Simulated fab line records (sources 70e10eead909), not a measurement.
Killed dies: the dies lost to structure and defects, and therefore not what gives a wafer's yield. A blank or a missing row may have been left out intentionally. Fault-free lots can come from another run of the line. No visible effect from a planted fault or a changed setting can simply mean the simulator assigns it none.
The tool behind it: which one? / flow nand_harc / 13 lots, 39 wafers sampled, at 4 steps of a route of 1302

## WHAT THE GAUGES SHOWED, per wafer
The record lacks any reading of a measuring or inspecting step that a usual standard deviation could be used to judge.

## WHAT TOOL EACH LOT RAN ON (gives the tool, then ch and the chambers of the sampled wafers, and finally the start)
lot=L583; NHARC_A_STAIRCASE_HM_DEP_459=acl_dep-02 ch 0, day 17 08:01; NHARC_A_STAIRCASE_HM_OPEN_460=rie_diel-05 ch 0,1,2, day 17 16:38 or earlier; NHARC_A_STAIRCASE_ETCH_294=rie_diel-05 ch 1,3, day 17 16:38 or earlier; NHARC_A_STAIRCASE_DEP_301=pecvd-02 ch 0,1,2, day 17 16:38
lot=L584; NHARC_A_STAIRCASE_HM_DEP_459=acl_dep-02 ch 0, day 17 13:14; NHARC_A_STAIRCASE_HM_OPEN_460=rie_diel-01 ch 0,3, day 17 22:03 or earlier; NHARC_A_STAIRCASE_ETCH_294=rie_diel-01 ch 0,2, day 17 22:03 or earlier; NHARC_A_STAIRCASE_DEP_301=pecvd-02 ch 0,1, day 17 22:03
lot=L586; NHARC_A_STAIRCASE_HM_DEP_459=acl_dep-03 ch 0, day 17 22:00; NHARC_A_STAIRCASE_HM_OPEN_460=rie_diel-13 ch 2,3, day 18 05:03 or earlier; NHARC_A_STAIRCASE_ETCH_294=rie_diel-13 ch 2,3, day 18 05:03 or earlier; NHARC_A_STAIRCASE_DEP_301=pecvd-03 ch 0,1,2, day 18 05:03
lot=L587; NHARC_A_STAIRCASE_HM_DEP_459=acl_dep-02 ch 0, day 19 05:23; NHARC_A_STAIRCASE_HM_OPEN_460=rie_diel-01 ch 0,1, day 19 12:15 or earlier; NHARC_A_STAIRCASE_ETCH_294=rie_diel-01 ch 0,1, day 19 12:15 or earlier; NHARC_A_STAIRCASE_DEP_301=pecvd-03 ch 1,2, day 19 12:15
lot=L589; NHARC_A_STAIRCASE_HM_DEP_459=acl_dep-02 ch 0, day 19 07:33; NHARC_A_STAIRCASE_HM_OPEN_460=rie_diel-01 ch 0,1,2, day 19 17:04 or earlier; NHARC_A_STAIRCASE_ETCH_294=rie_diel-01 ch 1,2,3, day 19 17:04 or earlier; NHARC_A_STAIRCASE_DEP_301=pecvd-02 ch 1,2, day 19 17:04
lot=L588; NHARC_A_STAIRCASE_HM_DEP_459=acl_dep-01 ch 0, day 19 08:16; NHARC_A_STAIRCASE_HM_OPEN_460=rie_diel-01 ch 0,2,3, day 19 18:15 or earlier; NHARC_A_STAIRCASE_ETCH_294=rie_diel-01 ch 0,2,3, day 19 18:15 or earlier; NHARC_A_STAIRCASE_DEP_301=pecvd-02 ch 0,1,2, day 19 18:15
lot=L590; NHARC_A_STAIRCASE_HM_DEP_459=acl_dep-02 ch 0, day 20 16:10; NHARC_A_STAIRCASE_HM_OPEN_460=rie_diel-01 ch 0,1,3, day 21 03:01 or earlier; NHARC_A_STAIRCASE_ETCH_294=rie_diel-01 ch 0,1,2, day 21 03:01 or earlier; NHARC_A_STAIRCASE_DEP_301=pecvd-02 ch 1,2, day 21 03:01
lot=L591; NHARC_A_STAIRCASE_HM_DEP_459=acl_dep-02 ch 0, day 20 21:49; NHARC_A_STAIRCASE_HM_OPEN_460=rie_diel-05 ch 1,2,3, day 21 08:32 or earlier; NHARC_A_STAIRCASE_ETCH_294=rie_diel-05 ch 0,1,3, day 21 08:32 or earlier; NHARC_A_STAIRCASE_DEP_301=pecvd-04 ch 0,1,2, day 21 08:32
lot=L594; NHARC_A_STAIRCASE_HM_DEP_459=acl_dep-01 ch 0, day 21 14:44; NHARC_A_STAIRCASE_HM_OPEN_460=rie_diel-01 ch 0,3, day 21 21:41 or earlier; NHARC_A_STAIRCASE_ETCH_294=rie_diel-01 ch 1,2,3, day 21 21:41 or earlier; NHARC_A_STAIRCASE_DEP_301=pecvd-02 ch 0,1, day 21 21:41
lot=L595; NHARC_A_STAIRCASE_HM_DEP_459=acl_dep-02 ch 0, day 22 04:08; NHARC_A_STAIRCASE_HM_OPEN_460=rie_diel-13 ch 0,1, day 22 15:05 or earlier; NHARC_A_STAIRCASE_ETCH_294=rie_diel-13 ch 1,2,3, day 22 15:05 or earlier; NHARC_A_STAIRCASE_DEP_301=pecvd-02 ch 0,1, day 22 15:05
lot=L596; NHARC_A_STAIRCASE_HM_DEP_459=acl_dep-01 ch 0, day 22 20:25; NHARC_A_STAIRCASE_HM_OPEN_460=rie_diel-01 ch 0,2, day 23 03:08 or earlier; NHARC_A_STAIRCASE_ETCH_294=rie_diel-01 ch 0,1,3, day 23 03:08 or earlier; NHARC_A_STAIRCASE_DEP_301=pecvd-04 ch 0,1, day 23 03:08
lot=L601; NHARC_A_STAIRCASE_HM_DEP_459=acl_dep-02 ch 0, day 25 05:06; NHARC_A_STAIRCASE_HM_OPEN_460=rie_diel-13 ch 0,2, day 25 16:31 or earlier; NHARC_A_STAIRCASE_ETCH_294=rie_diel-13 ch 0,3, day 25 16:31 or earlier; NHARC_A_STAIRCASE_DEP_301=pecvd-03 ch 0,1,2, day 25 16:31
lot=L604; NHARC_A_STAIRCASE_HM_DEP_459=acl_dep-02 ch 0, day 25 21:23; NHARC_A_STAIRCASE_HM_OPEN_460=rie_diel-13 ch 1,2,3, day 26 04:25 or earlier; NHARC_A_STAIRCASE_ETCH_294=rie_diel-13 ch 1,2,3, day 26 04:25 or earlier; NHARC_A_STAIRCASE_DEP_301=pecvd-03 ch 1,2, day 26 04:25
- NHARC_A_STAIRCASE_HM_DEP_459: deposits aC, target thk 1500 nm.
- NHARC_A_STAIRCASE_HM_OPEN_460: chemistry O2/COS.
- NHARC_A_STAIRCASE_ETCH_294: etches the open film in C4F8/O2/Ar, target depth 4989 nm, time 1211.6 s.
- NHARC_A_STAIRCASE_DEP_301: deposits SiON, target thk 30 nm.

## AS READ BY THE TOOLS THEMSELVES (means over the sampled wafers that have a number; for cases with no such wafer, the mark the record gives instead)
NHARC_A_STAIRCASE_HM_DEP_459.
lot=L583; tool=acl_dep-02; throttle_valve_pct (%)=34.999
lot=L584; tool=acl_dep-02; throttle_valve_pct (%)=34.996
lot=L586; tool=acl_dep-03; throttle_valve_pct (%)=34.996
lot=L587; tool=acl_dep-02; throttle_valve_pct (%)=35.001
lot=L589; tool=acl_dep-02; throttle_valve_pct (%)=34.994
lot=L588; tool=acl_dep-01; throttle_valve_pct (%)=34.998
lot=L590; tool=acl_dep-02; throttle_valve_pct (%)=34.999
lot=L591; tool=acl_dep-02; throttle_valve_pct (%)=34.997
lot=L594; tool=acl_dep-01; throttle_valve_pct (%)=35.008
lot=L595; tool=acl_dep-02; throttle_valve_pct (%)=34.999
lot=L596; tool=acl_dep-01; throttle_valve_pct (%)=35.010
lot=L601; tool=acl_dep-02; throttle_valve_pct (%)=35.004
lot=L604; tool=acl_dep-02; throttle_valve_pct (%)=34.996

NHARC_A_STAIRCASE_HM_OPEN_460.
lot=L583; tool=rie_diel-05; drypump_motor_current_A (A)=5.8; oes_product_au (a.u.)=1.004; rf_vpp_V (V)=466; showerhead_plenum_p_Torr (Torr)=3.08; throttle_valve_pct (%)=28.335
lot=L584; tool=rie_diel-01; drypump_motor_current_A (A)=5.2; oes_product_au (a.u.)=1.014; rf_vpp_V (V)=467; showerhead_plenum_p_Torr (Torr)=3.11; throttle_valve_pct (%)=28.326
lot=L586; tool=rie_diel-13; drypump_motor_current_A (A)=5.7; oes_product_au (a.u.)=1.000; rf_vpp_V (V)=466; showerhead_plenum_p_Torr (Torr)=3.08; throttle_valve_pct (%)=28.328
lot=L587; tool=rie_diel-01; drypump_motor_current_A (A)=5.7; oes_product_au (a.u.)=0.995; rf_vpp_V (V)=468; showerhead_plenum_p_Torr (Torr)=3.19; throttle_valve_pct (%)=28.337
lot=L589; tool=rie_diel-01; drypump_motor_current_A (A)=5.9; oes_product_au (a.u.)=1.004; rf_vpp_V (V)=470; showerhead_plenum_p_Torr (Torr)=3.25; throttle_valve_pct (%)=28.331
lot=L588; tool=rie_diel-01; drypump_motor_current_A (A)=5.5; oes_product_au (a.u.)=1.005; rf_vpp_V (V)=468; showerhead_plenum_p_Torr (Torr)=3.17; throttle_valve_pct (%)=28.337
lot=L590; tool=rie_diel-01; drypump_motor_current_A (A)=5.6; oes_product_au (a.u.)=1.007; rf_vpp_V (V)=469; showerhead_plenum_p_Torr (Torr)=3.17; throttle_valve_pct (%)=28.316
lot=L591; tool=rie_diel-05; drypump_motor_current_A (A)=5.7; oes_product_au (a.u.)=0.995; rf_vpp_V (V)=465; showerhead_plenum_p_Torr (Torr)=3.02; throttle_valve_pct (%)=28.330
lot=L594; tool=rie_diel-01; drypump_motor_current_A (A)=5.3; oes_product_au (a.u.)=1.017; rf_vpp_V (V)=466; showerhead_plenum_p_Torr (Torr)=3.10; throttle_valve_pct (%)=28.330
lot=L595; tool=rie_diel-13; drypump_motor_current_A (A)=5.4; oes_product_au (a.u.)=0.996; rf_vpp_V (V)=464; showerhead_plenum_p_Torr (Torr)=2.98; throttle_valve_pct (%)=28.325
lot=L596; tool=rie_diel-01; drypump_motor_current_A (A)=5.6; oes_product_au (a.u.)=1.008; rf_vpp_V (V)=468; showerhead_plenum_p_Torr (Torr)=3.18; throttle_valve_pct (%)=28.325
lot=L601; tool=rie_diel-13; drypump_motor_current_A (A)=5.4; oes_product_au (a.u.)=1.011; rf_vpp_V (V)=463; showerhead_plenum_p_Torr (Torr)=2.96; throttle_valve_pct (%)=28.332
lot=L604; tool=rie_diel-13; drypump_motor_current_A (A)=5.6; oes_product_au (a.u.)=1.007; rf_vpp_V (V)=465; showerhead_plenum_p_Torr (Torr)=3.02; throttle_valve_pct (%)=28.335

NHARC_A_STAIRCASE_ETCH_294.
lot=L583; tool=rie_diel-05; oes_product_au (a.u.)=0.941; rf_vpp_V (V)=1827
lot=L584; tool=rie_diel-01; oes_product_au (a.u.)=0.946; rf_vpp_V (V)=1838
lot=L586; tool=rie_diel-13; oes_product_au (a.u.)=0.933; rf_vpp_V (V)=1823
lot=L587; tool=rie_diel-01; oes_product_au (a.u.)=0.928; rf_vpp_V (V)=1837
lot=L589; tool=rie_diel-01; oes_product_au (a.u.)=0.937; rf_vpp_V (V)=1835
lot=L588; tool=rie_diel-01; oes_product_au (a.u.)=0.943; rf_vpp_V (V)=1831
lot=L590; tool=rie_diel-01; oes_product_au (a.u.)=0.936; rf_vpp_V (V)=1836
lot=L591; tool=rie_diel-05; oes_product_au (a.u.)=0.938; rf_vpp_V (V)=1830
lot=L594; tool=rie_diel-01; oes_product_au (a.u.)=0.937; rf_vpp_V (V)=1836
lot=L595; tool=rie_diel-13; oes_product_au (a.u.)=0.932; rf_vpp_V (V)=1820
lot=L596; tool=rie_diel-01; oes_product_au (a.u.)=0.939; rf_vpp_V (V)=1831
lot=L601; tool=rie_diel-13; oes_product_au (a.u.)=0.941; rf_vpp_V (V)=1816
lot=L604; tool=rie_diel-13; oes_product_au (a.u.)=0.938; rf_vpp_V (V)=1819

NHARC_A_STAIRCASE_DEP_301.
lot=L583; tool=pecvd-02; heater_power_w (W)=825; rf_fwd_power_W (W)=348.8; showerhead_vpp_V (V)=1152
lot=L584; tool=pecvd-02; heater_power_w (W)=884; rf_fwd_power_W (W)=347.9; showerhead_vpp_V (V)=1152
lot=L586; tool=pecvd-03; heater_power_w (W)=688; rf_fwd_power_W (W)=348.3; showerhead_vpp_V (V)=1085
lot=L587; tool=pecvd-03; heater_power_w (W)=778; rf_fwd_power_W (W)=348.5; showerhead_vpp_V (V)=1034
lot=L589; tool=pecvd-02; heater_power_w (W)=894; rf_fwd_power_W (W)=350.0; showerhead_vpp_V (V)=1140
lot=L588; tool=pecvd-02; heater_power_w (W)=867; rf_fwd_power_W (W)=349.3; showerhead_vpp_V (V)=1149
lot=L590; tool=pecvd-02; heater_power_w (W)=890; rf_fwd_power_W (W)=349.3; showerhead_vpp_V (V)=1125
lot=L591; tool=pecvd-04; heater_power_w (W)=885; rf_fwd_power_W (W)=348.0; showerhead_vpp_V (V)=1110
lot=L594; tool=pecvd-02; heater_power_w (W)=815; rf_fwd_power_W (W)=349.3; showerhead_vpp_V (V)=1154
lot=L595; tool=pecvd-02; heater_power_w (W)=846; rf_fwd_power_W (W)=348.5; showerhead_vpp_V (V)=1145
lot=L596; tool=pecvd-04; heater_power_w (W)=887; rf_fwd_power_W (W)=348.4; showerhead_vpp_V (V)=1134
lot=L601; tool=pecvd-03; heater_power_w (W)=716; rf_fwd_power_W (W)=207.3; showerhead_vpp_V (V)=840
lot=L604; tool=pecvd-03; heater_power_w (W)=748; rf_fwd_power_W (W)=208.1; showerhead_vpp_V (V)=819

## THE ANSWER, worked out from the rows above alone
Rule: what is usual is taken from the lots themselves. The widest of any qualifying gaps counts: lots, ordered by their means at a reading, are off when they make up no more than a third of the lots, leave a main group of 4 or more, and stand apart from it by 3 or more times the standard deviation of that group's means. A main group is skipped when, at the precision printed for the reading in the tables above, its means are all equal. Also off: a lot with no number at a reading for which 4 or more lots have one. The other lots that the step has rows for count as sound. After the gauges, taken in route order, come the tools' own readings; for these a lot's mean is taken, as printed above. The first step at which some lot is off is used, and at that step the reading that is off furthest; a lot without a number counts as furthest.
Off: L601, L604 (NHARC_A_STAIRCASE_DEP_301, rf_fwd_power_W). Mean 348.8 W and standard deviation 0.62 in the main group.
A tool fits if, at that step or a process step before it, it ran every lot that is off, and no sound lot after the first of them. NHARC_A_STAIRCASE_HM_OPEN_460: start missing for some lots; hours and lot order therefore follow NHARC_A_STAIRCASE_DEP_301. NHARC_A_STAIRCASE_ETCH_294: start missing for some lots; hours and lot order therefore follow NHARC_A_STAIRCASE_DEP_301. Can't be told from this: 3 tools fit, acl_dep-02 at NHARC_A_STAIRCASE_HM_DEP_459, rie_diel-13 at NHARC_A_STAIRCASE_HM_OPEN_460 and NHARC_A_STAIRCASE_ETCH_294, pecvd-03 at NHARC_A_STAIRCASE_DEP_301.

## WHAT THE SIMULATOR PUT IN
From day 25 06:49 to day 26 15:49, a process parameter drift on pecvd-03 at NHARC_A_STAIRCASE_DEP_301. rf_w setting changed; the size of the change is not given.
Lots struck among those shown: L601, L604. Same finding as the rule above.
